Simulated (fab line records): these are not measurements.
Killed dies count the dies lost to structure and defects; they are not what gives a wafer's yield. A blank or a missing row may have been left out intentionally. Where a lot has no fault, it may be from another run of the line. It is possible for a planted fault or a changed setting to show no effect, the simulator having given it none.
Matching of chambers :: flow nand_harc :: rie_diel-10 running NHARC_P_BONDPAD_ACTIVATE_29: 4 sister chambers
The step chemistry N2, time 60 s. 18 wafers are shown with their chamber, then 9 later ones without.

## EACH WAFER AND ITS CHAMBER
wafer: L074.1
chamber: 3
drypump_motor_current_A (A): 4.9
oes_product_au (a.u.): 0.975
rf_vpp_V (V): 66.4

wafer: L074.4
chamber: 1
drypump_motor_current_A (A): 5.7
oes_product_au (a.u.): 0.999
rf_vpp_V (V): 63.7

wafer: L074.6
chamber: 1
drypump_motor_current_A (A): 5.7
oes_product_au (a.u.): 0.999
rf_vpp_V (V): 64.1

wafer: L075.3
chamber: 1
drypump_motor_current_A (A): 5.7
oes_product_au (a.u.): 1.006
rf_vpp_V (V): 64.5

wafer: L075.5
chamber: 3
drypump_motor_current_A (A): 4.9
oes_product_au (a.u.): 0.979
rf_vpp_V (V): 65.9

wafer: L075.6
chamber: 0
drypump_motor_current_A (A): 5.7
oes_product_au (a.u.): 0.971
rf_vpp_V (V): 64.3

wafer: L078.4
chamber: 2
drypump_motor_current_A (A): 5.2
oes_product_au (a.u.): 1.014
rf_vpp_V (V): 63.2

wafer: L078.5
chamber: 1
drypump_motor_current_A (A): 5.7
oes_product_au (a.u.): 1.008
rf_vpp_V (V): 62.2

wafer: L078.6
chamber: 0
drypump_motor_current_A (A): 5.7
oes_product_au (a.u.): 0.984
rf_vpp_V (V): 62.8

wafer: L080.1
chamber: 1
drypump_motor_current_A (A): 5.7
oes_product_au (a.u.): 0.992
rf_vpp_V (V): 63.2

wafer: L080.3
chamber: 3
drypump_motor_current_A (A): 4.8
oes_product_au (a.u.): 0.990
rf_vpp_V (V): 63.5

wafer: L080.5
chamber: 2
drypump_motor_current_A (A): 5.2
oes_product_au (a.u.): 1.004
rf_vpp_V (V): 64.8

wafer: L083.2
chamber: 3
drypump_motor_current_A (A): 4.9
oes_product_au (a.u.): 0.984
rf_vpp_V (V): 63.7

wafer: L083.5
chamber: 0
drypump_motor_current_A (A): 5.7
oes_product_au (a.u.): 0.994
rf_vpp_V (V): 65.7

wafer: L083.6
chamber: 1
drypump_motor_current_A (A): 5.7
oes_product_au (a.u.): 1.006
rf_vpp_V (V): 64.9

wafer: L086.2
chamber: 1
drypump_motor_current_A (A): 5.7
oes_product_au (a.u.): 0.986
rf_vpp_V (V): 65.1

wafer: L086.5
chamber: 0
drypump_motor_current_A (A): 5.7
oes_product_au (a.u.): 0.979
rf_vpp_V (V): 64.8

wafer: L086.6
chamber: 3
drypump_motor_current_A (A): 4.8
oes_product_au (a.u.): 1.004
rf_vpp_V (V): 64.8

SIGNATURES (averages over the wafers above)
reading: drypump_motor_current_A
chamber 0: 5.700
chamber 1: 5.700
chamber 2: 5.200
chamber 3: 4.860
scatter within a chamber: 0.0293

reading: oes_product_au
chamber 0: 0.98200
chamber 1: 0.99943
chamber 2: 1.00900
chamber 3: 0.98640
scatter within a chamber: 0.0094

reading: rf_vpp_V
chamber 0: 64.400
chamber 1: 63.957
chamber 2: 64.000
chamber 3: 64.860
scatter within a chamber: 1.15
Rule: for each reading, subtract the chamber's mean from the wafer's reading, divide by that reading's scatter and square the result; add these up over the readings and take the root, which gives the wafer's distance from the chamber. The wafer belongs to the nearest chamber; if the next one is less than 2 further off, it can't be placed. The scatter: take each reading less its chamber's mean, square it, sum over the shown wafers, divide by the number of wafers less the number of chambers, and take the root.

## WAFERS MISSING THEIR CHAMBER
wafer: L090.1
drypump_motor_current_A (A): 5.7
oes_product_au (a.u.): 0.991
rf_vpp_V (V): 62.5

wafer: L090.2
drypump_motor_current_A (A): 5.7
oes_product_au (a.u.): 0.968
rf_vpp_V (V): 63.5

wafer: L090.3
drypump_motor_current_A (A): 5.3
oes_product_au (a.u.): 0.991
rf_vpp_V (V): 65.2

wafer: L096.1
drypump_motor_current_A (A): 5.7
oes_product_au (a.u.): 0.993
rf_vpp_V (V): 62.7

wafer: L096.3
drypump_motor_current_A (A): 5.7
oes_product_au (a.u.): 0.990
rf_vpp_V (V): 65.0

wafer: L096.4
drypump_motor_current_A (A): 4.8
oes_product_au (a.u.): 0.994
rf_vpp_V (V): 64.3

wafer: L097.2
drypump_motor_current_A (A): 5.7
oes_product_au (a.u.): 1.006
rf_vpp_V (V): 63.2

wafer: L097.5
drypump_motor_current_A (A): 5.7
oes_product_au (a.u.): 0.988
rf_vpp_V (V): 64.4

wafer: L097.6
drypump_motor_current_A (A): 5.3
oes_product_au (a.u.): 1.008
rf_vpp_V (V): 65.4

## EACH ONE'S CHAMBER
wafer: L090.1
from the rows above: can't be placed: 1 or 0
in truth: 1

wafer: L090.2
from the rows above: can't be placed: 0 or 1
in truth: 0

wafer: L090.3
from the rows above: 2
in truth: 2

wafer: L096.1
from the rows above: can't be placed: 1 or 0
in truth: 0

wafer: L096.3
from the rows above: can't be placed: 0 or 1
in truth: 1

wafer: L096.4
from the rows above: 3
in truth: 3

wafer: L097.2
from the rows above: can't be placed: 1 or 0
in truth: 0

wafer: L097.5
from the rows above: can't be placed: 0 or 1
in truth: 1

wafer: L097.6
from the rows above: 2
in truth: 2
Correct placement for 3 of the 9. Not placeable from these rows: 6 (in 6, the candidates include the true chamber). Number placed wrongly: 0.
